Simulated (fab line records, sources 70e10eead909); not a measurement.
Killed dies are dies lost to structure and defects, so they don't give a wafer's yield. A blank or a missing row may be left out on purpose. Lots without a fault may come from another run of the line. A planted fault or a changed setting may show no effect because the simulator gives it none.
Which tool did it? | flow nand_harc | 12 lots, 36 wafers sampled, at 2 steps of a route of 1159

WHAT THE GAUGES READ, wafer by wafer
NHARC_A_CONTACT_CD_MEAS_53.
lot  | measured     | on        | cd_nm (nm)
L075 | day 16 19:14 | cd_sem-01 | 189.6 190.0 189.9
L076 | day 17 01:58 | cd_sem-01 | 189.0 189.3 189.1
L080 | day 18 11:10 | cd_sem-02 | 189.8 190.7 189.5
L082 | day 18 16:56 | cd_sem-03 | 189.0 189.3 188.5
L079 | day 18 21:38 | cd_sem-02 | 189.8 189.6 190.3
L087 | day 19 08:37 | cd_sem-01 | 189.1 189.4 189.2
L085 | day 20 07:55 | cd_sem-01 | 189.5 188.9 189.7
L088 | day 20 14:52 | cd_sem-01 | 189.2 189.2 189.2
L089 | day 20 21:01 | cd_sem-03 | 190.3 189.9 190.1
L093 | day 21 14:15 | cd_sem-02 | 189.7 188.4 188.6
L095 | day 22 03:07 | cd_sem-03 | 188.9 188.3 188.6
L097 | day 22 08:51 | cd_sem-01 | 189.9 190.1 189.4

WHICH TOOL RAN EACH LOT (tool, then ch and the chambers of the sampled wafers, then the start)
lot  | NHARC_A_CONTACT_ETCH_121
L075 | har_cap_etch-02 ch 0,1, day 16 18:14
L076 | har_cap_etch-03 ch 0,1, day 17 00:57
L080 | har_cap_etch-01 ch 0,1, day 18 10:10
L082 | har_cap_etch-03 ch 0,1, day 18 15:56
L079 | har_cap_etch-01 ch 0,1, day 18 20:38
L087 | har_cap_etch-02 ch 0,1, day 19 07:28
L085 | har_cap_etch-01 ch 0,1, day 20 06:55
L088 | har_cap_etch-02 ch 0,1, day 20 13:53
L089 | har_cap_etch-01 ch 0,1, day 20 20:00
L093 | har_cap_etch-02 ch 0,1, day 21 13:15
L095 | har_cap_etch-02 ch 0,1, day 22 02:07
L097 | har_cap_etch-02 ch 0,1, day 22 07:52
- NHARC_A_CONTACT_ETCH_121: etches the open film in C4F8/O2/Ar, time 94 s, target depth 922 nm.

THE ANSWER, worked out from the rows above alone
Rule: what is usual is taken from the lots themselves. Put in order of their means at a reading, lots are off if they are a third of the lots or fewer, leave a main group of 4 or more, and stand apart from it by a gap of 3 or more times the standard deviation of the main group's means; of several such gaps the widest counts. A main group whose means are all the same, to the digits that the tables above print for the reading, isn't used. A lot without any number at a reading at which 4 lots or more have one is off too. The other lots that the step has rows for count as sound.
No lot is off at any reading shown: from this, nothing can be told.

WHAT THE SIMULATOR HAD PUT IN
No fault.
